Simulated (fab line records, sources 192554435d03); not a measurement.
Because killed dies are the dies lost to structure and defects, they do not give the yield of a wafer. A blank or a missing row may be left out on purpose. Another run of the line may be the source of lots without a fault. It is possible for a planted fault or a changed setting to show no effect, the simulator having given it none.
Split-lot study / flow n5-finfet / route with 1938 steps; 7 lots, 21 wafers read

== THE SPLIT ==
At N5_GATE_CUT_COAT_27 (time 60 s, resist thk 10 nm), the setting spin-rpm was moved away from the recipe's 1500 rpm on 5 of the 21 wafers read, by -9.5% to +10.2%. The other wafers ran this setting at the recipe's value.

== THE PATH FROM SPLIT TO READING: the file shows 1 step between them ==
- N5_GATE_CUT_DESCUM_18: chemistry O2, time 7 s (also split here: time-s)

== THE READING ==
etch.depth-nm (the simulator's own value, which no gauge read), in nm, at N5_GATE_CUT_ETCH_28 (etches underlayer in N2/H2, target depth 13 nm, time 10.4 s). No usual value for it is given in the file. Across the 16 wafers here that went through the recipe, the average is 10.007 nm and the standard deviation 0.036 nm.

wafer=L077.3; tool, chamber at the split=litho-track-03, 0; spin-rpm as run, rpm=1500; against the recipe=recipe; etch.depth-nm, nm=10.04; against lot-mates on the recipe=-
wafer=L077.4; tool, chamber at the split=litho-track-03, 0; spin-rpm as run, rpm=1357; against the recipe=-9.5%; etch.depth-nm, nm=10.59; against lot-mates on the recipe=+0.565
wafer=L077.5; tool, chamber at the split=litho-track-03, 0; spin-rpm as run, rpm=1500; against the recipe=recipe; etch.depth-nm, nm=10.01; against lot-mates on the recipe=-
wafer=L079.3; tool, chamber at the split=litho-track-03, 0; spin-rpm as run, rpm=1500; against the recipe=recipe; etch.depth-nm, nm=10.04; against lot-mates on the recipe=-
wafer=L079.5; tool, chamber at the split=litho-track-03, 0; spin-rpm as run, rpm=1597; against the recipe=+6.5%; etch.depth-nm, nm=9.73; against lot-mates on the recipe=-0.310
wafer=L079.6; tool, chamber at the split=litho-track-03, 0; spin-rpm as run, rpm=1597; against the recipe=+6.5%; etch.depth-nm, nm=9.745; against lot-mates on the recipe=-0.295
wafer=L082.4; tool, chamber at the split=litho-track-04, 0; spin-rpm as run, rpm=1500; against the recipe=recipe; etch.depth-nm, nm=9.954; against lot-mates on the recipe=-
wafer=L082.5; tool, chamber at the split=litho-track-04, 0; spin-rpm as run, rpm=1500; against the recipe=recipe; etch.depth-nm, nm=9.926; against lot-mates on the recipe=-
wafer=L082.6; tool, chamber at the split=litho-track-04, 0; spin-rpm as run, rpm=1500; against the recipe=recipe; etch.depth-nm, nm=9.947; against lot-mates on the recipe=-
wafer=L091.3; tool, chamber at the split=litho-track-01, 0; spin-rpm as run, rpm=1500; against the recipe=recipe; etch.depth-nm, nm=10.02; against lot-mates on the recipe=-
wafer=L091.4; tool, chamber at the split=litho-track-01, 0; spin-rpm as run, rpm=1500; against the recipe=recipe; etch.depth-nm, nm=9.998; against lot-mates on the recipe=-
wafer=L091.5; tool, chamber at the split=litho-track-01, 0; spin-rpm as run, rpm=1500; against the recipe=recipe; etch.depth-nm, nm=10.03; against lot-mates on the recipe=-
wafer=L093.1; tool, chamber at the split=litho-track-04, 0; spin-rpm as run, rpm=1500; against the recipe=recipe; etch.depth-nm, nm=10.02; against lot-mates on the recipe=-
wafer=L093.2; tool, chamber at the split=litho-track-04, 0; spin-rpm as run, rpm=1500; against the recipe=recipe; etch.depth-nm, nm=10.02; against lot-mates on the recipe=-
wafer=L093.4; tool, chamber at the split=litho-track-04, 0; spin-rpm as run, rpm=1653; against the recipe=+10.2%; etch.depth-nm, nm=9.494; against lot-mates on the recipe=-0.526
wafer=L094.2; tool, chamber at the split=litho-track-01, 0; spin-rpm as run, rpm=1500; against the recipe=recipe; etch.depth-nm, nm=10.05; against lot-mates on the recipe=-
wafer=L094.6; tool, chamber at the split=litho-track-01, 0; spin-rpm as run, rpm=1500; against the recipe=recipe; etch.depth-nm, nm=10.05; against lot-mates on the recipe=-
wafer=L094.4; tool, chamber at the split=litho-track-01, 0; spin-rpm as run, rpm=1500; against the recipe=recipe; etch.depth-nm, nm=10.02; against lot-mates on the recipe=-
wafer=L095.2; tool, chamber at the split=litho-track-04, 0; spin-rpm as run, rpm=1500; against the recipe=recipe; etch.depth-nm, nm=9.998; against lot-mates on the recipe=-
wafer=L095.5; tool, chamber at the split=litho-track-04, 0; spin-rpm as run, rpm=1500; against the recipe=recipe; etch.depth-nm, nm=9.988; against lot-mates on the recipe=-
wafer=L095.6; tool, chamber at the split=litho-track-04, 0; spin-rpm as run, rpm=1558; against the recipe=+3.9%; etch.depth-nm, nm=9.815; against lot-mates on the recipe=-0.178

THE FIT
A straight line over all 21 wafers: etch.depth-nm changes by -0.0519 nm for each +1% of spin-rpm; r = -0.98; the points scatter about the line by 0.043 nm.
The same after taking each lot's own level away (the mean of its wafers on the recipe; 21 wafers): -0.0528 nm for each +1%; r = -0.99; scatter 0.021 nm.
According to that fit, moving spin-rpm by its largest amount changes the reading by 0.54 nm.
The lots' own levels span 9.9423 to 10.0400 nm, that is 2.7 times the standard deviation above.
Hence the lot-to-lot level has little effect on the slope; both slopes agree.
Check: -0.533 nm against its lot-mates is what the line predicts for one of the wafers moved furthest among these (+10.2%) when that wafer is left out of the fit. Against them it came out at -0.526 nm.

== OTHER SPLITS ON THESE WAFERS ==
Before the reading, these wafers also passed through other splits. Each is held against what the fit with the lots' levels taken away leaves over:
other split on the same wafers=N5_DUMMY_GATE_ETCH_31 target-depth-a; wafers away from the commonest value=4; r with etch.depth-nm (lot level and that fit taken away)=-0.37
other split on the same wafers=N5_DUMMY_GATE_ETCH_32 time-s; wafers away from the commonest value=7; r with etch.depth-nm (lot level and that fit taken away)=-0.26
other split on the same wafers=N5_SD_EPI_N_ETCH_16 target-depth-a; wafers away from the commonest value=8; r with etch.depth-nm (lot level and that fit taken away)=-0.22
other split on the same wafers=N5_SD_EPI_N_EPI_21 temp-c; wafers away from the commonest value=5; r with etch.depth-nm (lot level and that fit taken away)=-0.08
other split on the same wafers=N5_HKMG_FIN_ETCH_55 bias-w; wafers away from the commonest value=8; r with etch.depth-nm (lot level and that fit taken away)=-0.16
other split on the same wafers=N5_GATE_CUT_DESCUM_18 time-s; wafers away from the commonest value=9; r with etch.depth-nm (lot level and that fit taken away)=+0.38

== THE WHOLE CHAIN: every reading that the file lists as answering this split, in the file's order ==
step=N5_GATE_CUT_COAT_27; what it does=time 60 s, resist thk 10 nm; reading=underlayer_of_GATE_CUT_COAT_27.thk-nm (the simulator's own value, which no gauge read); change (the file's fit)=-0.0553 nm for each +1% of the setting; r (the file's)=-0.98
step=N5_GATE_CUT_ETCH_28; what it does=etches underlayer in N2/H2, target depth 13 nm, time 10.4 s; reading=etch.depth-nm (the simulator's own value, which no gauge read); change (the file's fit)=-0.0532 nm for each +1% of the setting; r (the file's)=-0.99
step=N5_GATE_CUT_ETCH_28; what it does=etches underlayer in N2/H2, target depth 13 nm, time 10.4 s; reading=CAR-EUV_of_GATE_CUT_COAT_07.thk-nm (the simulator's own value, which no gauge read); change (the file's fit)=+0.0709 nm for each +1% of the setting, in a fit together with time-s@GATE_CUT_DESCUM_18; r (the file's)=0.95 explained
step=N5_GATE_CUT_ETCH_36; what it does=etches SiARC in CF4, target depth 13 nm, time 21.7 s; reading=CAR-EUV_of_GATE_CUT_COAT_07.thk-nm (the simulator's own value, which no gauge read); change (the file's fit)=+0.0555 nm for each +1% of the setting, in a fit together with time-s@GATE_CUT_DESCUM_18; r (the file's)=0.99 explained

== FILE'S OWN FIT ==
etch.depth-nm changes by -0.0532 nm for each +1% of spin-rpm, r = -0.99.
